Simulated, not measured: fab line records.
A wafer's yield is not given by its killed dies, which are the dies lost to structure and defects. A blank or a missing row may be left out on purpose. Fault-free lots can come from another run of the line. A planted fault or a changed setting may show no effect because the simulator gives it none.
Problem report in the 8D (eight disciplines) form, filled by code + flow n5Finfet + the parts of the form that need people (team, actions taken, sign-off) are left out

## 1. WHAT IS WRONG
M10_ILD_THK at N5_BEOL_M10_THK_MEAS_01 reads a mean of 126 nm on 1 wafer of 1 lot; wafers without a fault read 269 nm with a standard deviation of 3.7. That puts it -39 standard deviations away from the usual mean.
First observed at day 13 16:16: wafer L599.2, on filmMetro-01. At this step, 27 wafers from 9 lots have a number in the record. By rule, "out" or "out of limits" means more than 4 standard deviations away from the usual mean. The other wafers with a number count as sound.

## 2. WHAT THIS IS AND IS NOT
| question                    | is                | is not                                                                                 |
|-----------------------------|-------------------|----------------------------------------------------------------------------------------|
| which readings at this step | M10_ILD_THK       | -                                                                                      |
| which lots                  | L599              | L588, L590, L594, L598, L604, L606, L607, L609                                         |
| which wafers of those lots  | L599.2            | L599.3, L599.5                                                                         |
| read on which gauges        | filmMetro-01      | filmMetro-02                                                                           |
| when                        | from day 13 16:16 | up to then (14 sound wafers); but 12 sound wafers of L604, L606, L607, L609 came after |

## 3. THE SUSPECTS, EACH WITH WHAT RULES IT OUT
Counting: a tool at a process step up to the reading stays a suspect if it ran every lot that is out. Sound lots after the first of them don't rule it out here, since some wafers of a struck lot are sound.
- the gauge at N5_BEOL_M10_THK_MEAS_01 is ruled out. All the wafers that are out were read on filmMetro-01, but those of them that N5_BEOL_M10_ILD_DEP_00 has rows for are out there too, on other tools.
- pvdSputter-03 at N5_BEOL_M9_PRE_CLEAN_45 (time 30 s): kept. The lot that is out, L599, ran on it at day 13 11:53; the last sound lot it ran before that was L594, at day 11 17:33.
- pvdSputter-01 at N5_BEOL_M9_SURFACE_TREAT_79: kept. It ran the lot that is out, L599 (day 13 12:58).
- pecvd-02 at N5_BEOL_M10_ILD_DEP_00 (deposits SiCOH lowk from DEMS/porogen, target thk 308.51 nm, time 58 s): kept. The lot that is out, L599, ran on it at day 13 14:14; the last sound lot it ran before that was L598, at day 12 21:20. On those wafers its own readings are out: runLengthS.
- Within pecvd-02 at N5_BEOL_M10_ILD_DEP_00, the wafers that are out were processed in chamber 2 and their sound lot-mates in chamber 0.
The count leaves pvdSputter-03 at N5_BEOL_M9_PRE_CLEAN_45, pvdSputter-01 at N5_BEOL_M9_SURFACE_TREAT_79, and pecvd-02 at N5_BEOL_M10_ILD_DEP_00.

## 4. THE CAUSE (what the simulator had put in)
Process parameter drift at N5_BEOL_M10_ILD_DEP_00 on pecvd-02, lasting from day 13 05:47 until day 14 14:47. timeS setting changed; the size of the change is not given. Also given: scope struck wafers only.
Counting left 3 suspects, and this tool is among them.

## 5. THE EFFECT CHAIN, in route order
One row per reading whose mean, taken over the struck wafers that have a number, lies over 3 standard deviations from the usual. Only readings whose record carries a usual standard deviation are examined. hours: median over the lots of the time between each lot's start at the first step of this table that gives one and its start at this step. sigmas: the change, counted in usual standard deviations.
| hours | step                    | reading            | usual   | on struck wafers | change | sigmas      |
|-------|-------------------------|--------------------|---------|------------------|--------|-------------|
| 0     | N5_BEOL_M10_ILD_DEP_00  | runLengthS         | 100.8 s | 72.0             | -28.8  | -70         |
| 2     | N5_BEOL_M10_THK_MEAS_01 | M10_ILD_THK        | 269 nm  | 126              | -143   | -39         |
| 68    | N5_PASSIVATION_PROBE_49 | defectLimitedYield | 91.4 %  | 0.3              | -91.1  | -57         |
| 68    | N5_PASSIVATION_PROBE_49 | killed_at_M4_up    | 13      | 1081             | +1068  | +99 or more |
| 68    | N5_PASSIVATION_PROBE_49 | killedDies         | 102     | 1176             | +1074  | +57         |
| 68    | N5_PASSIVATION_PROBE_49 | killedOnRim        | 13      | 151              | +138   | +32         |
| 68    | N5_PASSIVATION_PROBE_49 | sortNPass          | 1078    | 4                | -1074  | -57         |
| 68    | N5_PASSIVATION_PROBE_49 | sortYieldPct       | 91.4 %  | 0.3              | -91.1  | -57         |
Its process steps:
- N5_BEOL_M10_ILD_DEP_00: deposits SiCOH lowk from DEMS/porogen, target thk 308.51 nm, time 58 s.
- N5_PASSIVATION_PROBE_49
Readings that are blank on the struck wafers while sound wafers have them: rfFwdPowerW at N5_BEOL_M10_ILD_DEP_00; susceptorTempC at N5_BEOL_M10_ILD_DEP_00.

## 6. WHAT WOULD HAVE CAUGHT IT SOONER
In this record the first reading out of limits at a measuring or inspecting step was taken at day 13 16:16, 10 hours after the fault began at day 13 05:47.
At N5_BEOL_M10_ILD_DEP_00, the tool's own readings (runLengthS) were out on each struck wafer the step has a row for, so an alarm limit on them would have fired on the first such wafer.
The start of N5_BEOL_M10_ILD_DEP_00 on pecvd-02 came by day 13 16:16 for every one of the lots that are out (1). Holding the tool at that point would not have protected any of them.
